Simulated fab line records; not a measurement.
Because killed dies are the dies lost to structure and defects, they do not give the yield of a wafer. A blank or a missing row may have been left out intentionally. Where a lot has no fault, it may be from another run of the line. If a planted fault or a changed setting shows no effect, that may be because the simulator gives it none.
Chamber matching	flow nand_harc	4 sister chambers for NHARC_P_M0_ETCH_34 on rie_diel-06
The step etches the open film in N2/H2, target depth 40 nm, overetch 12 nm, time 43.94 s. 8 wafers are shown with their chamber, then 11 later ones without.

## WAFERS, EACH WITH ITS CHAMBER
wafer	chamber	drypump_motor_current_A (A)	showerhead_plenum_p_Torr (Torr)
L080.5	0	6.1	1.96
L083.1	2	5.8	1.97
L085.5	0	6.1	1.96
L085.6	1	4.9	2.00
L086.2	2	5.8	1.96
L086.4	3	5.9	2.03
L086.6	1	4.8	2.00
L088.1	3	5.9	2.02

## WAFERS WITH NO CHAMBER GIVEN
wafer	drypump_motor_current_A (A)	showerhead_plenum_p_Torr (Torr)
L088.3	6.1	1.95
L088.6	5.9	2.02
L089.2	5.9	1.96
L089.3	5.9	2.02
L089.5	4.8	2.00
L092.1	4.9	2.00
L092.2	6.1	1.95
L092.5	4.9	2.00
L097.3	6.1	1.95
L097.4	5.9	2.02
L097.5	5.9	2.02

## WHICH CHAMBER EACH ONE RAN IN
wafer	from the rows above	in truth
L088.3	0	0
L088.6	3	3
L089.2	2	2
L089.3	3	3
L089.5	1	1
L092.1	1	1
L092.2	0	0
L092.5	1	1
L097.3	0	0
L097.4	3	3
L097.5	3	3
Placed correctly: 11 of 11. From these rows, 0 cannot be placed. Wrongly placed: 0.
How it was worked out, from the rows above alone: a wafer's distance from a chamber is the root of the sum, over the readings, of the square of ((its reading less the chamber's mean) divided by the reading's scatter). If the next closest chamber is less than 2 further off than the closest, the wafer can't be placed; otherwise it belongs to the closest. For every chamber, the mean is computed from those of its wafers that are shown. The scatter is the square root of a quotient: the sum, over the shown wafers, of each reading's squared deviation from its chamber's mean, divided by wafers minus chambers.
